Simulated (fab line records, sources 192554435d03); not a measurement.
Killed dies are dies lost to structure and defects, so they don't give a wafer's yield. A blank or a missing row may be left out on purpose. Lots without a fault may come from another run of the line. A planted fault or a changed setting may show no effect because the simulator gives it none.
Split-lot experiment | flow n5_finfet | 7 lots, 39 wafers read, on a route of 1938 steps

THE SPLIT
At N5_BEOL_M5_TRENCH_ETCH_37 (etches SiCOH lowk in C4F6/O2, target depth 71.652 nm, time 24.7 s), the setting target_depth_a was moved away from the recipe's 716.52 angstrom on 15 of the 39 wafers read, by -33.0% to +38.7%. The other wafers ran this setting at the recipe's value.

FROM THE SPLIT TO THE READING: what the file shows between them, 8 steps
- N5_BEOL_M5_ETCH_41: etches SiCN in CH3F/O2, target depth 31.5 nm, time 56.7 s
- N5_BEOL_M5_STRIP_91: strips in N2/H2, time 10 s
- N5_BEOL_M5_OCD_MEAS_38
- N5_BEOL_M5_HM_STRIP_39: strips TiN in peroxide tin strip, target depth 25 nm, time 158 s
- N5_BEOL_M5_SRD_40: time 30 s
- N5_BEOL_M5_ECD_50: material Cu, target thk 300 nm
- N5_BEOL_M5_ANNEAL_51: time 90 s
- N5_BEOL_M5_CMP_52: polishes, stops on SiCOH lowk, t overpolish 6.9 s, target thk 62 nm

THE READING
M5_THK, in nm, at N5_BEOL_M5_THK_MEAS_53 (measures by xrf). Fault-free wafers of this fab line usually give 61.4 nm, standard deviation 1.5 nm.

wafer  | tool, chamber at the split | target_depth_a as run, angstrom | against the recipe | M5_THK, nm | against lot-mates on the recipe
L077.1 | rie_diel-01, 3             | 993.6                           | +38.7%             | 89.0       | +27.3
L077.2 | rie_diel-01, 1             | 716.52                          | recipe             | 63.2       | -
L077.3 | rie_diel-01, 0             | 993.6                           | +38.7%             | 88.4       | +26.7
L077.4 | rie_diel-01, 2             | 716.52                          | recipe             | 61.2       | -
L077.5 | rie_diel-01, 2             | 716.52                          | recipe             | 60.6       | -
L077.6 | rie_diel-01, 1             | 993.6                           | +38.7%             | 89.5       | +27.8
L078.1 | rie_diel-05, 2             | 864.1                           | +20.6%             | 72.8       | +10.9
L078.2 | rie_diel-05, 3             | 716.52                          | recipe             | 61.4       | -
L078.3 | rie_diel-05, 1             | 864.1                           | +20.6%             | 73.7       | +11.8
L078.4 | rie_diel-05, 0             | 716.52                          | recipe             | 61.5       | -
L078.5 | rie_diel-05, 0             | 716.52                          | recipe             | 62.9       | -
L078.6 | rie_diel-05, 3             | 864.1                           | +20.6%             | 77.1       | +15.2
L085.1 | rie_diel-05, 1             | 599.6                           | -16.3%             | 47.5       | -13.2
L085.2 | rie_diel-05, 3             | 716.52                          | recipe             | 60.0       | -
L085.3 | rie_diel-05, 2             | 716.52                          | recipe             | 60.0       | -
L085.4 | rie_diel-05, 0             | 716.52                          | recipe             | 62.0       | -
L085.5 | rie_diel-05, 0             | 599.6                           | -16.3%             | 50.4       | -10.3
L085.6 | rie_diel-05, 1             | 599.6                           | -16.3%             | 47.4       | -13.3
L092.1 | rie_diel-05, 2             | 716.52                          | recipe             | 61.5       | -
L092.2 | rie_diel-05, 1             | 716.52                          | recipe             | 62.2       | -
L092.3 | rie_diel-05, 3             | 716.52                          | recipe             | 63.7       | -
L092.4 | rie_diel-05, 0             | 716.52                          | recipe             | 63.8       | -
L092.5 | rie_diel-05, 2             | 716.52                          | recipe             | 61.0       | -
L092.6 | rie_diel-05, 1             | 716.52                          | recipe             | 62.5       | -
L093.3 | rie_diel-06, 3             | 716.52                          | recipe             | 62.5       | -
L093.4 | rie_diel-06, 0             | 716.52                          | recipe             | 63.0       | -
L093.5 | rie_diel-06, 0             | 716.52                          | recipe             | 63.9       | -
L096.1 | rie_diel-01, 3             | 480.1                           | -33.0%             | 38.6       | -21.3
L096.2 | rie_diel-01, 2             | 716.52                          | recipe             | 59.6       | -
L096.3 | rie_diel-01, 0             | 716.52                          | recipe             | 60.6       | -
L096.4 | rie_diel-01, 1             | 480.1                           | -33.0%             | 39.4       | -20.5
L096.5 | rie_diel-01, 1             | 480.1                           | -33.0%             | 40.1       | -19.8
L096.6 | rie_diel-01, 0             | 716.52                          | recipe             | 59.4       | -
L086.1 | rie_diel-06, 3             | 909.4                           | +26.9%             | 80.2       | +19.0
L086.2 | rie_diel-06, 1             | 716.52                          | recipe             | 59.6       | -
L086.3 | rie_diel-06, 0             | 716.52                          | recipe             | 61.1       | -
L086.4 | rie_diel-06, 2             | 909.4                           | +26.9%             | 85.1       | +23.9
L086.5 | rie_diel-06, 2             | 716.52                          | recipe             | 62.9       | -
L086.6 | rie_diel-06, 1             | 909.4                           | +26.9%             | 78.6       | +17.4

THE FIT
A straight line over all 39 wafers: M5_THK changes by +0.701 nm for each +1% of target_depth_a; r = +0.99; the points scatter about the line by 1.7 nm.
The same after taking each lot's own level away (the mean of its wafers on the recipe; 39 wafers): +0.682 nm for each +1%; r = +0.99; scatter 1.6 nm.
On that fit, the largest move of target_depth_a shifts the reading by 26 nm.
The lots' own levels span 59.87 to 63.13 nm, that is 2.2 times the standard deviation above.
So the lot-to-lot level changes the slope little: the two slopes agree.
Check: with one of the wafers moved furthest among these (+38.7%) left out of the fit, the line predicts +26.4 nm for it against its lot-mates. It came out at +27.3 nm against them.

OTHER SPLITS ON THESE WAFERS
These wafers also went through other splits before the reading. Each is held against what the fit with the lots' levels taken away leaves over:
other split on the same wafers            | wafers away from the commonest value | r with M5_THK (lot level and that fit taken away)
N5_SD_EPI_N_DESCUM_14 time_s              | 15                                   | +0.01
N5_GATE_CUT_ALD_22 ald_cycles             | 9                                    | -0.16
N5_BEOL_M0_TRENCH_ETCH_107 target_depth_a | 12                                   | +0.14
N5_BEOL_M2_ILD_DEP_00 time_s              | 12                                   | +0.01
N5_BEOL_M3_ETCH_41 target_depth_a         | 18                                   | +0.38

THE WHOLE CHAIN: every reading that the file lists as answering this split, in the file's order
step                      | what it does                                                        | reading                                                                          | change (the file's fit)                | r (the file's)
N5_BEOL_M5_TRENCH_ETCH_37 | etches SiCOH lowk in C4F6/O2, target depth 71.652 nm, time 24.7 s   | BEOL_M5.feature_depth_nm (the simulator's own value, which no gauge read)        | +0.695 nm for each +1% of the setting  | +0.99
N5_BEOL_M5_TRENCH_ETCH_37 | etches SiCOH lowk in C4F6/O2, target depth 71.652 nm, time 24.7 s   | etch.depth_nm (the simulator's own value, which no gauge read)                   | +0.694 nm for each +1% of the setting  | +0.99
N5_BEOL_M5_TRENCH_ETCH_37 | etches SiCOH lowk in C4F6/O2, target depth 71.652 nm, time 24.7 s   | TiN_of_BEOL_M5_HM_DEP_02.thk_nm (the simulator's own value, which no gauge read) | -0.0212 nm for each +1% of the setting | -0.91
N5_BEOL_M5_OCD_MEAS_38    |                                                                     | trench_depth_nm                                                                  | +0.691 nm for each +1% of the setting  | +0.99
N5_BEOL_M5_CMP_52         | polishes, stops on SiCOH lowk, t overpolish 6.9 s, target thk 62 nm | Cu_of_BEOL_M5_ECD_50.thk_nm (the simulator's own value, which no gauge read)     | +0.685 nm for each +1% of the setting  | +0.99
N5_BEOL_M5_THK_MEAS_53    | measures by xrf                                                     | M5_THK                                                                           | +0.683 for each +1% of the setting     | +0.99

THE FILE'S OWN FIT
M5_THK changes by +0.683 nm for each +1% of target_depth_a, r = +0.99.
